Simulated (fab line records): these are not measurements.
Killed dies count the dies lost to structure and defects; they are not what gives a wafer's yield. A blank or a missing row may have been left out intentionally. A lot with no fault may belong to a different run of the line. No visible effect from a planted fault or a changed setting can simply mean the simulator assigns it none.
Split-lot study || flow n5_finfet || on a route of 1938 steps: 7 lots, 21 wafers read

== THE SPLIT ITSELF ==
At N5_BEOL_M7_ETCH_66 (etches SOC in N2/H2, target depth 80 nm, overetch 16 nm, time 120 s), the setting time_s was moved away from the recipe's 120 s on 8 of the 21 wafers read, by -15.8% to +21.6%. For the rest of the wafers, this setting stayed at what the recipe calls for.

Reading taken at the split's own step.

== THE READING ==
SiARC_of_BEOL_M7_COAT_64.thk_nm (the simulator's own value, which no gauge read), in nm, at N5_BEOL_M7_ETCH_66 (etches SOC in N2/H2, target depth 80 nm, overetch 16 nm, time 120 s). The file does not state a usual value for it. Average 6.5 nm, standard deviation 0.26 nm, over the 13 wafers here run with the recipe.

{"wafer": "L074.2", "tool, chamber at the split": "rie_diel-04, 2", "time_s as run, s": 120, "against the recipe": "recipe", "SiARC_of_BEOL_M7_COAT_64.thk_nm, nm": 6.4, "against lot-mates on the recipe": "-"}
{"wafer": "L074.3", "tool, chamber at the split": "rie_diel-04, 1", "time_s as run, s": 120, "against the recipe": "recipe", "SiARC_of_BEOL_M7_COAT_64.thk_nm, nm": 6.6, "against lot-mates on the recipe": "-"}
{"wafer": "L074.6", "tool, chamber at the split": "rie_diel-04, 3", "time_s as run, s": 120, "against the recipe": "recipe", "SiARC_of_BEOL_M7_COAT_64.thk_nm, nm": 6.8, "against lot-mates on the recipe": "-"}
{"wafer": "L075.1", "tool, chamber at the split": "rie_diel-02, 2", "time_s as run, s": 120, "against the recipe": "recipe", "SiARC_of_BEOL_M7_COAT_64.thk_nm, nm": 6.8, "against lot-mates on the recipe": "-"}
{"wafer": "L075.4", "tool, chamber at the split": "rie_diel-02, 2", "time_s as run, s": 120, "against the recipe": "recipe", "SiARC_of_BEOL_M7_COAT_64.thk_nm, nm": 6.8, "against lot-mates on the recipe": "-"}
{"wafer": "L075.6", "tool, chamber at the split": "rie_diel-02, 3", "time_s as run, s": 120, "against the recipe": "recipe", "SiARC_of_BEOL_M7_COAT_64.thk_nm, nm": 6.6, "against lot-mates on the recipe": "-"}
{"wafer": "L086.3", "tool, chamber at the split": "rie_diel-02, 3", "time_s as run, s": 135.7, "against the recipe": "+13.1%", "SiARC_of_BEOL_M7_COAT_64.thk_nm, nm": 6, "against lot-mates on the recipe": -0.6}
{"wafer": "L086.5", "tool, chamber at the split": "rie_diel-02, 2", "time_s as run, s": 135.7, "against the recipe": "+13.1%", "SiARC_of_BEOL_M7_COAT_64.thk_nm, nm": 6.2, "against lot-mates on the recipe": -0.4}
{"wafer": "L086.6", "tool, chamber at the split": "rie_diel-02, 1", "time_s as run, s": 120, "against the recipe": "recipe", "SiARC_of_BEOL_M7_COAT_64.thk_nm, nm": 6.6, "against lot-mates on the recipe": "-"}
{"wafer": "L088.2", "tool, chamber at the split": "rie_diel-04, 0", "time_s as run, s": 106.1, "against the recipe": "-11.6%", "SiARC_of_BEOL_M7_COAT_64.thk_nm, nm": 7, "against lot-mates on the recipe": "+0.6"}
{"wafer": "L088.3", "tool, chamber at the split": "rie_diel-04, 1", "time_s as run, s": 120, "against the recipe": "recipe", "SiARC_of_BEOL_M7_COAT_64.thk_nm, nm": 6.4, "against lot-mates on the recipe": "-"}
{"wafer": "L088.6", "tool, chamber at the split": "rie_diel-04, 0", "time_s as run, s": 106.1, "against the recipe": "-11.6%", "SiARC_of_BEOL_M7_COAT_64.thk_nm, nm": 7, "against lot-mates on the recipe": "+0.6"}
{"wafer": "L089.1", "tool, chamber at the split": "rie_diel-05, 3", "time_s as run, s": 101.1, "against the recipe": "-15.8%", "SiARC_of_BEOL_M7_COAT_64.thk_nm, nm": 7.4, "against lot-mates on the recipe": "+0.8"}
{"wafer": "L089.4", "tool, chamber at the split": "rie_diel-05, 1", "time_s as run, s": 120, "against the recipe": "recipe", "SiARC_of_BEOL_M7_COAT_64.thk_nm, nm": 6.6, "against lot-mates on the recipe": "-"}
{"wafer": "L089.6", "tool, chamber at the split": "rie_diel-05, 1", "time_s as run, s": 101.1, "against the recipe": "-15.8%", "SiARC_of_BEOL_M7_COAT_64.thk_nm, nm": 7.4, "against lot-mates on the recipe": "+0.8"}
{"wafer": "L096.1", "tool, chamber at the split": "rie_diel-04, 2", "time_s as run, s": 120, "against the recipe": "recipe", "SiARC_of_BEOL_M7_COAT_64.thk_nm, nm": 6, "against lot-mates on the recipe": "-"}
{"wafer": "L096.2", "tool, chamber at the split": "rie_diel-04, 0", "time_s as run, s": 120, "against the recipe": "recipe", "SiARC_of_BEOL_M7_COAT_64.thk_nm, nm": 6.4, "against lot-mates on the recipe": "-"}
{"wafer": "L096.6", "tool, chamber at the split": "rie_diel-04, 2", "time_s as run, s": 120, "against the recipe": "recipe", "SiARC_of_BEOL_M7_COAT_64.thk_nm, nm": 6, "against lot-mates on the recipe": "-"}
{"wafer": "L095.1", "tool, chamber at the split": "rie_diel-05, 2", "time_s as run, s": 145.9, "against the recipe": "+21.6%", "SiARC_of_BEOL_M7_COAT_64.thk_nm, nm": 5.4, "against lot-mates on the recipe": -1.2}
{"wafer": "L095.3", "tool, chamber at the split": "rie_diel-05, 3", "time_s as run, s": 120, "against the recipe": "recipe", "SiARC_of_BEOL_M7_COAT_64.thk_nm, nm": 6.6, "against lot-mates on the recipe": "-"}
{"wafer": "L095.4", "tool, chamber at the split": "rie_diel-05, 3", "time_s as run, s": 145.9, "against the recipe": "+21.6%", "SiARC_of_BEOL_M7_COAT_64.thk_nm, nm": 5.4, "against lot-mates on the recipe": -1.2}

FIT RESULTS
A straight line over all 21 wafers: SiARC_of_BEOL_M7_COAT_64.thk_nm changes by -0.0482 nm for each +1% of time_s; r = -0.91; the points scatter about the line by 0.23 nm.
The same after taking each lot's own level away (the mean of its wafers on the recipe; 21 wafers): -0.0511 nm for each +1%; r = -0.97; scatter 0.13 nm.
Per that fit: largest time_s move, reading shift of 1.1 nm.
Across the lots, their own levels run from 6.13 to 6.73 nm, a range of 2.3 times the standard deviation given above.
The two slopes are in agreement: the lot-to-lot level therefore moves the slope only a little.
Check: with one of the wafers moved furthest among these (+21.6%) left out of the fit, the line predicts -1.06 nm for it against its lot-mates. It came out at -1.2 nm against them.

== OTHER SPLITS APPLIED TO THESE WAFERS ==
Note: prior to the reading, these wafers also went through further splits. Each is held against what the fit with the lots' levels taken away leaves over:
{"other split on the same wafers": "N5_BEOL_M6_ILD_DEP_00 time_s", "wafers away from the commonest value": 10, "r with SiARC_of_BEOL_M7_COAT_64.thk_nm (lot level and that fit taken away)": "+0.06"}
{"other split on the same wafers": "N5_BEOL_M6_PECVD_70 temp_c", "wafers away from the commonest value": 8, "r with SiARC_of_BEOL_M7_COAT_64.thk_nm (lot level and that fit taken away)": "+0.04"}
{"other split on the same wafers": "N5_BEOL_M7_EXPOSE_25 dose_mj", "wafers away from the commonest value": 8, "r with SiARC_of_BEOL_M7_COAT_64.thk_nm (lot level and that fit taken away)": "+0.16"}

== FILE'S OWN FIT ==
SiARC_of_BEOL_M7_COAT_64.thk_nm changes by -0.051 nm for each +1% of time_s, r = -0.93.
